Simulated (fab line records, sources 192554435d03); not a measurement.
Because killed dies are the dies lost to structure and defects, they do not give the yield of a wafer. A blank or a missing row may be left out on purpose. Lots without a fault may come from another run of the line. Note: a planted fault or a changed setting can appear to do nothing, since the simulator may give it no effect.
Chamber matching -- flow n5_finfet -- 4 sister chambers for N5_BEOL_M1_STRIP_36 on rie_diel-01
The step strips in N2/H2. 4 wafers are shown with their chamber, then 12 later ones without.

== WAFERS PAIRED WITH THEIR CHAMBERS ==
wafer,chamber,throttle_valve_pct (%)
L082.2,1,23.2
L082.3,2,23.8
L083.3,3,23.5
L083.5,0,23.9

== WAFERS WITHOUT THEIR CHAMBER ==
wafer,throttle_valve_pct (%)
L084.1,23.8
L084.2,23.2
L084.3,23.9
L084.4,23.5
L084.5,23.9
L084.6,23.2
L094.1,23.6
L094.2,23.6
L094.3,23.3
L095.2,23.3
L095.3,23.6
L095.5,23.6

== CHAMBER TAKEN BY EACH ==
wafer,from the rows above,in truth
L084.1,can't be placed: 2 or 0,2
L084.2,1,1
L084.3,can't be placed: 0 or 2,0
L084.4,3,3
L084.5,can't be placed: 0 or 2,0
L084.6,1,1
L094.1,can't be placed: 3 or 2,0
L094.2,can't be placed: 3 or 2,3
L094.3,can't be placed: 1 or 3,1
L095.2,can't be placed: 1 or 3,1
L095.3,can't be placed: 3 or 2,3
L095.5,can't be placed: 3 or 2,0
Correctly placed: 3 of 12. These rows do not allow placing 9 (true chamber among the candidates in 7). 0 placed wrongly.
How it was worked out, from the rows above alone: a wafer's distance from a chamber is the root of the sum, over the readings, of the square of ((its reading less the chamber's mean) divided by the reading's scatter). The wafer belongs to the nearest chamber; if the next one is less than 2 further off, it can't be placed. Each chamber's mean is taken over the wafers shown for it. The scatter: root of mean squared gap, hidden wafer to nearest shown wafer, with one shown wafer a chamber.
